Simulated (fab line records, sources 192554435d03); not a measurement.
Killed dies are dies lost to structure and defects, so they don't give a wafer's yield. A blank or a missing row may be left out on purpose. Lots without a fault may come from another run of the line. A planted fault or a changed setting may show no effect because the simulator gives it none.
Which tool did it? | flow n5_finfet | 24 lots, 72 wafers sampled, at 6 steps of a route of 1938

WHAT THE GAUGES READ, wafer by wafer
The record holds no reading of a measuring or inspecting step that can be judged against a usual standard deviation.

WHICH TOOL RAN EACH LOT (tool, then ch and the chambers of the sampled wafers, then the start)
lot  | N5_BEOL_M1_ANNEAL_91         | N5_BEOL_M1_SPUTTER_96        | N5_BEOL_M1_CO_CAP_55             | N5_BEOL_M2_HM_DEP_02         | N5_BEOL_M2_STRIP_36                | N5_BEOL_M2_ANNEAL_93
L074 | pvd_sputter-01, day 6 06:58  | pvd_sputter-01, day 6 07:33  | cvd_co-02 ch 0,2, day 6 08:29    | pvd_sputter-02, day 6 11:39  | rie_diel-06 ch 1,2, day 6 15:34    | pvd_sputter-03, day 6 19:35
L075 | pvd_sputter-01, day 6 23:12  | pvd_sputter-01, day 6 23:47  | cvd_co-01 ch 0,1,2, day 7 00:41  | pvd_sputter-03, day 7 03:43  | rie_diel-02 ch 2,3, day 7 08:53    | pvd_sputter-01, day 7 11:45
L077 | pvd_sputter-02, day 7 10:52  | pvd_sputter-02, day 7 11:26  | cvd_co-01 ch 0,2, day 7 12:26    | pvd_sputter-03, day 7 13:13  | rie_diel-04 ch 1,2, day 7 15:14    | pvd_sputter-02, day 7 20:07
L076 | pvd_sputter-03, day 7 12:06  | pvd_sputter-03, day 7 12:39  | cvd_co-02 ch 0,1,2, day 7 13:43  | pvd_sputter-03, day 7 15:20  | rie_diel-02 ch 0,3, day 7 18:52    | pvd_sputter-03, day 7 22:43
L078 | pvd_sputter-02, day 7 13:37  | pvd_sputter-02, day 7 14:12  | cvd_co-01 ch 1,2, day 7 15:04    | pvd_sputter-01, day 7 15:56  | rie_diel-02 ch 0,1, day 7 20:47    | pvd_sputter-03, day 8 00:35
L079 | pvd_sputter-03, day 7 14:32  | pvd_sputter-03, day 7 15:07  | cvd_co-02 ch 0,1,2, day 7 15:59  | pvd_sputter-03, day 7 16:43  | rie_diel-02 ch 0,1, day 8 01:38    | pvd_sputter-01, day 8 04:43
L081 | pvd_sputter-02, day 7 23:24  | pvd_sputter-02, day 8 00:02  | cvd_co-01 ch 0,1, day 8 00:54    | pvd_sputter-03, day 8 02:00  | rie_diel-06 ch 0,1,3, day 8 06:10  | pvd_sputter-03, day 8 08:58
L080 | pvd_sputter-02, day 8 08:37  | pvd_sputter-02, day 8 09:11  | cvd_co-02 ch 1,2, day 8 10:03    | pvd_sputter-03, day 8 10:47  | rie_diel-02 ch 0,2,3, day 8 13:38  | pvd_sputter-03, day 8 16:15
L082 | pvd_sputter-01, day 8 14:15  | pvd_sputter-01, day 8 14:50  | cvd_co-02 ch 0,1, day 8 16:52    | pvd_sputter-03, day 8 17:16  | rie_diel-06 ch 1,3, day 8 20:35    | pvd_sputter-03, day 8 23:01
L083 | pvd_sputter-02, day 8 16:31  | pvd_sputter-02, day 8 17:05  | cvd_co-02 ch 0,1,2, day 8 18:02  | pvd_sputter-01, day 8 20:13  | rie_diel-06 ch 1,3, day 8 23:20    | pvd_sputter-02, day 9 03:00
L084 | pvd_sputter-01, day 9 01:45  | pvd_sputter-01, day 9 02:20  | cvd_co-02 ch 1,2, day 9 03:14    | pvd_sputter-01, day 9 03:40  | rie_diel-02 ch 0,1,3, day 9 10:26  | pvd_sputter-02, day 9 13:16
L085 | pvd_sputter-01, day 9 09:41  | pvd_sputter-01, day 9 10:16  | cvd_co-02 ch 1,2, day 9 11:14    | pvd_sputter-02, day 9 11:44  | rie_diel-02 ch 1,2,3, day 9 17:35  | pvd_sputter-03, day 9 21:16
L086 | pvd_sputter-03, day 9 13:12  | pvd_sputter-03, day 9 13:47  | cvd_co-01 ch 0,2, day 9 14:41    | pvd_sputter-01, day 9 17:27  | rie_diel-04 ch 0,2,3, day 9 20:53  | pvd_sputter-01, day 10 00:05
L088 | pvd_sputter-01, day 9 20:07  | pvd_sputter-01, day 9 20:41  | cvd_co-02 ch 0,1,2, day 9 21:35  | pvd_sputter-02, day 9 22:32  | rie_diel-06 ch 1,2, day 10 00:40   | pvd_sputter-01, day 10 03:55
L087 | pvd_sputter-01, day 10 01:51 | pvd_sputter-01, day 10 02:26 | cvd_co-01 ch 1,2, day 10 03:18   | pvd_sputter-02, day 10 04:10 | rie_diel-02 ch 0,1, day 10 11:24   | pvd_sputter-03, day 10 14:31
L089 | pvd_sputter-02, day 10 03:07 | pvd_sputter-02, day 10 03:41 | cvd_co-02 ch 1,2, day 10 04:51   | pvd_sputter-03, day 10 09:17 | rie_diel-02 ch 0,2, day 10 12:44   | pvd_sputter-01, day 10 15:18
L090 | pvd_sputter-03, day 10 06:47 | pvd_sputter-03, day 10 07:22 | cvd_co-01 ch 0,1,2, day 10 08:16 | pvd_sputter-03, day 10 09:35 | rie_diel-04 ch 1,2,3, day 10 17:23 | pvd_sputter-02, day 10 21:10
L091 | pvd_sputter-03, day 10 20:01 | pvd_sputter-03, day 10 20:36 | cvd_co-01 ch 0,1, day 10 21:28   | pvd_sputter-02, day 10 22:09 | rie_diel-06 ch 0,1,3, day 11 00:55 | pvd_sputter-01, day 11 04:31
L092 | pvd_sputter-01, day 10 21:25 | pvd_sputter-01, day 10 21:59 | cvd_co-01 ch 0,1,2, day 10 22:54 | pvd_sputter-02, day 11 01:04 | rie_diel-02 ch 1,2,3, day 11 12:59 | pvd_sputter-01, day 11 15:43
L093 | pvd_sputter-01, day 11 00:36 | pvd_sputter-01, day 11 01:11 | cvd_co-02 ch 0, day 11 03:31     | pvd_sputter-01, day 11 05:04 | rie_diel-04 ch 0,2, day 11 13:08   | pvd_sputter-03, day 11 16:06
L094 | pvd_sputter-02, day 11 03:53 | pvd_sputter-02, day 11 04:28 | cvd_co-02 ch 0,1, day 11 05:37   | pvd_sputter-01, day 11 07:08 | rie_diel-06 ch 1,3, day 11 17:06   | pvd_sputter-01, day 11 19:38
L095 | pvd_sputter-02, day 11 12:52 | pvd_sputter-02, day 11 13:27 | cvd_co-01 ch 0,1, day 11 14:19   | pvd_sputter-02, day 11 16:46 | rie_diel-06 ch 2,3, day 11 19:35   | pvd_sputter-03, day 11 22:14
L096 | pvd_sputter-03, day 12 01:26 | pvd_sputter-03, day 12 02:01 | cvd_co-01 ch 0,2, day 12 02:53   | pvd_sputter-02, day 12 03:43 | rie_diel-04 ch 1,3, day 12 05:56   | pvd_sputter-01, day 12 10:41
L097 | pvd_sputter-01, day 12 04:51 | pvd_sputter-01, day 12 05:26 | cvd_co-01 ch 0,1, day 12 06:18   | pvd_sputter-01, day 12 07:02 | rie_diel-06 ch 0,1,3, day 12 11:04 | pvd_sputter-01, day 12 13:57
- N5_BEOL_M1_ANNEAL_91: time 240 s.
- N5_BEOL_M1_SPUTTER_96: material Cu, target thk 4.5 nm, time 8.29 s.
- N5_BEOL_M1_CO_CAP_55: material Co, precursor CCTBA/H2, target thk 2 nm, time 102.1 s.
- N5_BEOL_M2_HM_DEP_02: deposits TiN, target thk 20 nm.
- N5_BEOL_M2_STRIP_36: strips in N2/H2.
- N5_BEOL_M2_ANNEAL_93: time 240 s.

WHAT THE TOOLS THEMSELVES READ (means of the sampled wafers that have a number; where no wafer has one, the mark that the record gives instead)
N5_BEOL_M1_ANNEAL_91.
lot  | tool           | heater_power_w (W)
L074 | pvd_sputter-01 | 872
L075 | pvd_sputter-01 | 872
L077 | pvd_sputter-02 | 807
L076 | pvd_sputter-03 | 795
L078 | pvd_sputter-02 | 788
L079 | pvd_sputter-03 | 802
L081 | pvd_sputter-02 | 784
L080 | pvd_sputter-02 | 734
L082 | pvd_sputter-01 | 869
L083 | pvd_sputter-02 | 792
L084 | pvd_sputter-01 | 882
L085 | pvd_sputter-01 | 878
L086 | pvd_sputter-03 | 838
L088 | pvd_sputter-01 | 868
L087 | pvd_sputter-01 | 873
L089 | pvd_sputter-02 | 830
L090 | pvd_sputter-03 | 830
L091 | pvd_sputter-03 | 831
L092 | pvd_sputter-01 | 874
L093 | pvd_sputter-01 | 879
L094 | pvd_sputter-02 | 806
L095 | pvd_sputter-02 | 716
L096 | pvd_sputter-03 | 831
L097 | pvd_sputter-01 | 871

N5_BEOL_M1_SPUTTER_96.
lot  | tool           | throttle_valve_pct (%)
L074 | pvd_sputter-01 | 30.4
L075 | pvd_sputter-01 | 28.9
L077 | pvd_sputter-02 | 30.1
L076 | pvd_sputter-03 | 29.0
L078 | pvd_sputter-02 | 29.5
L079 | pvd_sputter-03 | 28.8
L081 | pvd_sputter-02 | 29.7
L080 | pvd_sputter-02 | 30.0
L082 | pvd_sputter-01 | 29.7
L083 | pvd_sputter-02 | 30.0
L084 | pvd_sputter-01 | 30.6
L085 | pvd_sputter-01 | 29.8
L086 | pvd_sputter-03 | 29.7
L088 | pvd_sputter-01 | 30.8
L087 | pvd_sputter-01 | 29.4
L089 | pvd_sputter-02 | 30.1
L090 | pvd_sputter-03 | 29.4
L091 | pvd_sputter-03 | 29.7
L092 | pvd_sputter-01 | 30.1
L093 | pvd_sputter-01 | 30.1
L094 | pvd_sputter-02 | 30.0
L095 | pvd_sputter-02 | 29.8
L096 | pvd_sputter-03 | 29.5
L097 | pvd_sputter-01 | 29.5

N5_BEOL_M1_CO_CAP_55.
lot  | tool      | heater_power_w (W)
L074 | cvd_co-02 | 217
L075 | cvd_co-01 | 240
L077 | cvd_co-01 | 236
L076 | cvd_co-02 | 214
L078 | cvd_co-01 | 250
L079 | cvd_co-02 | 217
L081 | cvd_co-01 | 237
L080 | cvd_co-02 | 186
L082 | cvd_co-02 | 243
L083 | cvd_co-02 | 214
L084 | cvd_co-02 | 189
L085 | cvd_co-02 | 193
L086 | cvd_co-01 | 245
L088 | cvd_co-02 | 214
L087 | cvd_co-01 | 253
L089 | cvd_co-02 | 192
L090 | cvd_co-01 | 241
L091 | cvd_co-01 | 236
L092 | cvd_co-01 | 240
L093 | cvd_co-02 | 274
L094 | cvd_co-02 | 244
L095 | cvd_co-01 | 228
L096 | cvd_co-01 | 235
L097 | cvd_co-01 | 233

N5_BEOL_M2_HM_DEP_02.
lot  | tool           | throttle_valve_pct (%)
L074 | pvd_sputter-02 | 30.2
L075 | pvd_sputter-03 | 29.0
L077 | pvd_sputter-03 | 29.7
L076 | pvd_sputter-03 | 29.0
L078 | pvd_sputter-01 | 29.5
L079 | pvd_sputter-03 | 29.3
L081 | pvd_sputter-03 | 28.5
L080 | pvd_sputter-03 | 29.6
L082 | pvd_sputter-03 | 29.3
L083 | pvd_sputter-01 | 29.8
L084 | pvd_sputter-01 | 29.1
L085 | pvd_sputter-02 | 29.6
L086 | pvd_sputter-01 | 30.2
L088 | pvd_sputter-02 | 29.8
L087 | pvd_sputter-02 | 29.6
L089 | pvd_sputter-03 | 29.9
L090 | pvd_sputter-03 | 29.1
L091 | pvd_sputter-02 | 30.0
L092 | pvd_sputter-02 | 29.8
L093 | pvd_sputter-01 | 30.9
L094 | pvd_sputter-01 | 29.9
L095 | pvd_sputter-02 | 29.8
L096 | pvd_sputter-02 | 30.0
L097 | pvd_sputter-01 | 28.9

N5_BEOL_M2_STRIP_36.
lot  | tool        | drypump_motor_current_A (A) | oes_product_au (a.u.) | rf_vpp_V (V) | showerhead_plenum_p_Torr (Torr) | throttle_valve_pct (%)
L074 | rie_diel-06 | 5.7                         | 0.82                  | 59.3         | 2.54                            | 24.1
L075 | rie_diel-02 | 5.1                         | 0.83                  | 59.4         | 2.55                            | 23.9
L077 | rie_diel-04 | 5.4                         | 0.75                  | 58.7         | 2.47                            | 24.1
L076 | rie_diel-02 | 5.7                         | 0.77                  | 57.9         | 2.57                            | 23.6
L078 | rie_diel-02 | 5.8                         | 0.72                  | 59.2         | 2.48                            | 23.2
L079 | rie_diel-02 | 5.8                         | 0.73                  | 58.5         | 2.54                            | 23.2
L081 | rie_diel-06 | 5.8                         | 0.81                  | 59.3         | 2.49                            | 23.7
L080 | rie_diel-02 | 5.3                         | 0.77                  | 60.5         | 2.58                            | 23.7
L082 | rie_diel-06 | 5.7                         | 0.86                  | 60.3         | 2.47                            | 23.6
L083 | rie_diel-06 | 6.0                         | 0.87                  | 58.7         | 2.47                            | 23.7
L084 | rie_diel-02 | 5.6                         | 0.75                  | 59.3         | 2.50                            | 23.5
L085 | rie_diel-02 | 5.2                         | 0.76                  | 58.7         | 2.51                            | 23.6
L086 | rie_diel-04 | 5.9                         | 0.73                  | 59.5         | 2.50                            | 23.3
L088 | rie_diel-06 | 5.7                         | 0.79                  | 59.1         | 2.52                            | 24.2
L087 | rie_diel-02 | 5.8                         | 0.70                  | 58.4         | 2.47                            | 23.2
L089 | rie_diel-02 | 5.5                         | 0.72                  | 60.6         | 2.61                            | 23.4
L090 | rie_diel-04 | 5.5                         | 0.73                  | 61.0         | 2.44                            | 23.6
L091 | rie_diel-06 | 5.8                         | 0.88                  | 56.8         | 2.48                            | 23.6
L092 | rie_diel-02 | 5.2                         | 0.74                  | 59.8         | 2.51                            | 23.6
L093 | rie_diel-04 | 6.1                         | 0.70                  | 58.8         | 2.57                            | 23.6
L094 | rie_diel-06 | 6.0                         | 0.84                  | 59.4         | 2.46                            | 23.7
L095 | rie_diel-06 | 5.5                         | 0.75                  | 57.7         | 2.51                            | 24.1
L096 | rie_diel-04 | 5.4                         | 0.74                  | 57.2         | 2.41                            | 23.5
L097 | rie_diel-06 | 5.8                         | 0.86                  | 58.5         | 2.47                            | 23.6

N5_BEOL_M2_ANNEAL_93.
lot  | tool           | heater_power_w (W)
L074 | pvd_sputter-03 | 793
L075 | pvd_sputter-01 | 879
L077 | pvd_sputter-02 | 767
L076 | pvd_sputter-03 | 805
L078 | pvd_sputter-03 | 869
L079 | pvd_sputter-01 | 875
L081 | pvd_sputter-03 | 754
L080 | pvd_sputter-03 | 833
L082 | pvd_sputter-03 | 755
L083 | pvd_sputter-02 | 793
L084 | pvd_sputter-02 | 747
L085 | pvd_sputter-03 | 763
L086 | pvd_sputter-01 | 872
L088 | pvd_sputter-01 | 868
L087 | pvd_sputter-03 | 818
L089 | pvd_sputter-01 | 875
L090 | pvd_sputter-02 | 733
L091 | pvd_sputter-01 | 858
L092 | pvd_sputter-01 | 856
L093 | pvd_sputter-03 | 813
L094 | pvd_sputter-01 | 869
L095 | pvd_sputter-03 | 722
L096 | pvd_sputter-01 | 855
L097 | pvd_sputter-01 | 868

THE ANSWER, worked out from the rows above alone
Rule: what is usual is taken from the lots themselves. Put in order of their means at a reading, lots are off if they are a third of the lots or fewer, leave a main group of 4 or more, and stand apart from it by a gap of 3 or more times the standard deviation of the main group's means; of several such gaps the widest counts. A main group whose means are all the same, to the digits that the tables above print for the reading, isn't used. A lot without any number at a reading at which 4 lots or more have one is off too. The other lots that the step has rows for count as sound. The gauges are gone through in route order, then the tools' own readings, and for those a lot's mean is taken as printed above. The first step at which some lot is off is used, and at that step the reading that is off furthest; a lot without a number counts as furthest.
No lot is off at any reading shown: from this, nothing can be told.

WHAT THE SIMULATOR HAD PUT IN
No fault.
